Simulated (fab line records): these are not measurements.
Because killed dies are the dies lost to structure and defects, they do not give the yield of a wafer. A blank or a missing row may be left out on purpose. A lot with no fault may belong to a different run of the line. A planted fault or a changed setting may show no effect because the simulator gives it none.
Matching of chambers | flow n5 finfet | rie diel-05 running N5_BEOL_M11_STRIP_19: 4 sister chambers
The step strips in O2. 4 wafers are shown with their chamber, then 9 later ones without.

== WAFERS WITH THEIR CHAMBER ==
wafer  | chamber | showerhead plenum p Torr (Torr)
L080.5 | 1       | 2.12
L096.1 | 0       | 1.99
L096.2 | 3       | 1.97
L096.5 | 2       | 2.17

== WAFERS WITH NO CHAMBER GIVEN ==
wafer  | showerhead plenum p Torr (Torr)
L094.2 | 2.11
L094.3 | 1.97
L094.4 | 1.99
L095.1 | 1.97
L095.2 | 2.11
L095.6 | 1.97
L097.4 | 1.96
L097.5 | 2.16
L097.6 | 2.11

== EACH ONE'S CHAMBER ==
wafer  | from the rows above | in truth
L094.2 | 1                   | 1
L094.3 | 3                   | 3
L094.4 | 0                   | 0
L095.1 | 3                   | 3
L095.2 | 1                   | 1
L095.6 | 3                   | 3
L097.4 | 3                   | 3
L097.5 | 2                   | 2
L097.6 | 1                   | 1
9 of 9 placed correctly. Left unplaced by these rows: 0. 0 placed wrongly.
How it was worked out, from the rows above alone: a wafer's distance from a chamber is the root of the sum, over the readings, of the square of ((its reading less the chamber's mean) divided by the reading's scatter). If the next closest chamber is less than 2 further off than the closest, the wafer can't be placed; otherwise it belongs to the closest. Each chamber's mean is taken over the wafers shown for it. The scatter: with one shown wafer a chamber, the root of the mean of the squares of how far each hidden wafer lies from its nearest shown one.
